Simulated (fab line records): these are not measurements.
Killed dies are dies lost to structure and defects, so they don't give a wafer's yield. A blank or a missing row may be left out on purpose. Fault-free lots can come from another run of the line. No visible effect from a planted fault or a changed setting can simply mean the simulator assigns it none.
Matching of chambers / flow nand-harc / NHARC_P_M1_PRE_CLEAN_32 on pecvd-01: 3 sister chambers
The step time 12 s. 6 wafers are shown with their chamber, then 12 later ones without.

EACH WAFER AND ITS CHAMBER
wafer=L084.1; chamber=1; heater-power-w (W)=832
wafer=L084.6; chamber=1; heater-power-w (W)=845
wafer=L084.4; chamber=2; heater-power-w (W)=653
wafer=L086.1; chamber=0; heater-power-w (W)=624
wafer=L086.2; chamber=2; heater-power-w (W)=673
wafer=L086.5; chamber=0; heater-power-w (W)=651

WAFERS MISSING THEIR CHAMBER
wafer=L088.2; heater-power-w (W)=560
wafer=L088.3; heater-power-w (W)=648
wafer=L088.5; heater-power-w (W)=639
wafer=L091.2; heater-power-w (W)=567
wafer=L091.4; heater-power-w (W)=789
wafer=L091.6; heater-power-w (W)=623
wafer=L092.1; heater-power-w (W)=562
wafer=L092.2; heater-power-w (W)=784
wafer=L092.4; heater-power-w (W)=660
wafer=L095.2; heater-power-w (W)=790
wafer=L095.5; heater-power-w (W)=780
wafer=L095.6; heater-power-w (W)=660

WHICH CHAMBER EACH WENT THROUGH
wafer=L088.2; from the rows above=can't be placed: 0 or 2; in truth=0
wafer=L088.3; from the rows above=can't be placed: 0 or 2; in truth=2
wafer=L088.5; from the rows above=can't be placed: 0 or 2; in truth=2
wafer=L091.2; from the rows above=can't be placed: 0 or 2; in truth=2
wafer=L091.4; from the rows above=1; in truth=1
wafer=L091.6; from the rows above=can't be placed: 0 or 2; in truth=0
wafer=L092.1; from the rows above=can't be placed: 0 or 2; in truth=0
wafer=L092.2; from the rows above=1; in truth=1
wafer=L092.4; from the rows above=can't be placed: 2 or 0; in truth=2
wafer=L095.2; from the rows above=1; in truth=1
wafer=L095.5; from the rows above=1; in truth=1
wafer=L095.6; from the rows above=can't be placed: 2 or 0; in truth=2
Placed correctly: 4 of 12. Unplaceable from these rows: 8, with the true chamber sitting among the candidates in 8. 0 placed wrongly.
How it was worked out, from the rows above alone: a wafer's distance from a chamber is the root of the sum, over the readings, of the square of ((its reading less the chamber's mean) divided by the reading's scatter). If the next closest chamber is less than 2 further off than the closest, the wafer can't be placed; otherwise it belongs to the closest. Each chamber's mean is taken over the wafers shown for it. The scatter: take each reading less its chamber's mean, square it, sum over the shown wafers, divide by the number of wafers less the number of chambers, and take the root.
